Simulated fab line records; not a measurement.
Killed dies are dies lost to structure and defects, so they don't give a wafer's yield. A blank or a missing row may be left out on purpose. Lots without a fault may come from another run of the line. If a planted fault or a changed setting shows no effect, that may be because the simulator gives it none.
Struck lot and sound lot, side by side + flow nand harc + 15 out of 1302 route steps
Sound: wafers L228.1, L228.2, L228.3. Struck: wafers L242.2, L242.4, L242.5. Last of all comes the cause.
Each step with rows lists, per side, the tool, then ch with its chambers, then its first start. Under that, the readings that differ: sound wafers + struck wafers + difference of the means + sigmas: that difference in standard deviations of wafers without a fault.
alike: readings with means less than 2 such deviations apart, plus words and numbers identical on both sides. not compared: withheld readings, readings lacking a value on some wafer, bounds such as >300 that could conceal the same value, and numbers that have no deviation in the record and whose values overlap.
The two part at a step that has a row with sigmas, a row that says differs or no value, or rows on one side only. Numbers that don't overlap but have no deviation are shown without sigmas and don't part them. Lack of a reading on every wafer of one side parts them only where that side has two or more wafers.

NHARC_A_DECK1_JOINT_CMP_02: polishes SiOx.
  sound on cmp-02 ch 0,1,2, day 15 23:11; struck on cmp-02 ch 1,3, day 21 21:34
  alike: motor current A, slurry flow ml min
after that, 1 step had no rows for these wafers: NHARC_A_DECK1_JOINT_SRD_15.
NHARC_A_DECK1_JOINT_DEP_16: deposits SiO2, target thk 45 nm.
  sound on pecvd-03 ch 0,1,2, day 15 23:34; struck on pecvd-04 ch 0,1,2, day 21 22:01
  alike: heater power w, mfc precursor sccm, susceptor temp C, throttle valve pct
  not compared: since wet clean h
NHARC_A_DECK1_JOINT_THK_MEAS_17: measures by ellipsometry.
  sound on film metro-01, day 15 23:50; struck on film metro-02, day 21 22:16
  alike: thk nm
NHARC_A_DECK1_JOINT_INSPECT_05:
  sound on defect inspect-01, day 15 23:53; struck on defect inspect-01, day 21 22:18
  alike: raw defect count
following that, 1 step holds no rows for these wafers, namely NHARC_A_ONON_D2_DEP_00 (target thickness 1000 nm).
NHARC_A_ONON_D2_THK_MEAS_02: measures by ellipsometry.
  sound on film metro-02, day 16 00:27; struck on film metro-02, day 21 22:53
  alike: thk nm
following that, 1 step holds no rows for these wafers, namely NHARC_A_ONON_D2_DEP_03 (target thickness 1000 nm).
NHARC_A_ONON_D2_THK_MEAS_05: measures by ellipsometry.
  sound on film metro-01, day 16 01:01; struck on film metro-02, day 21 23:27
  alike: thk nm
following that, 1 step holds no rows for these wafers, namely NHARC_A_ONON_D2_DEP_06 (target thickness 1000 nm).
NHARC_A_ONON_D2_THK_MEAS_08: measures by ellipsometry.
  sound on film metro-01, day 16 01:34; struck on film metro-01, day 22 00:01
  alike: thk nm
NHARC_A_ONON_D2_DEP_09: target thk 1000 nm.
  sound on pecvd onon-03 ch 0, day 16 01:38; struck on pecvd onon-03 ch 0, day 22 00:08
  alike: susceptor temp C
NHARC_A_ONON_D2_THK_MEAS_11: measures by ellipsometry.
  sound on film metro-01, day 16 02:08; struck on film metro-01, day 22 00:35
| reading     | sound       | struck         | difference | sigmas |
|-------------|-------------|----------------|------------|--------|
| thk nm (nm) | 988 989 989 | 1555 1556 1554 | +566       | +62    |
following that, 1 step holds no rows for these wafers, namely NHARC_A_ONON_D2_DEP_12 (target thickness 1000 nm).
-- break in the record here, with 12 days between the starts of the struck wafers on either side (left off in module A_ONON_D2, picked up again in module END, where the first step shown is number 1302 on the route) --
NHARC_END_SORT_01:
  the record has rows for the struck wafers here (prober-01 ch 0, day 34 07:48) and none for the sound ones

WHERE THEY PART
At NHARC_A_ONON_D2_THK_MEAS_11 first; at NHARC_END_SORT_01 last (within this record only).

WHY: what the simulator had put in
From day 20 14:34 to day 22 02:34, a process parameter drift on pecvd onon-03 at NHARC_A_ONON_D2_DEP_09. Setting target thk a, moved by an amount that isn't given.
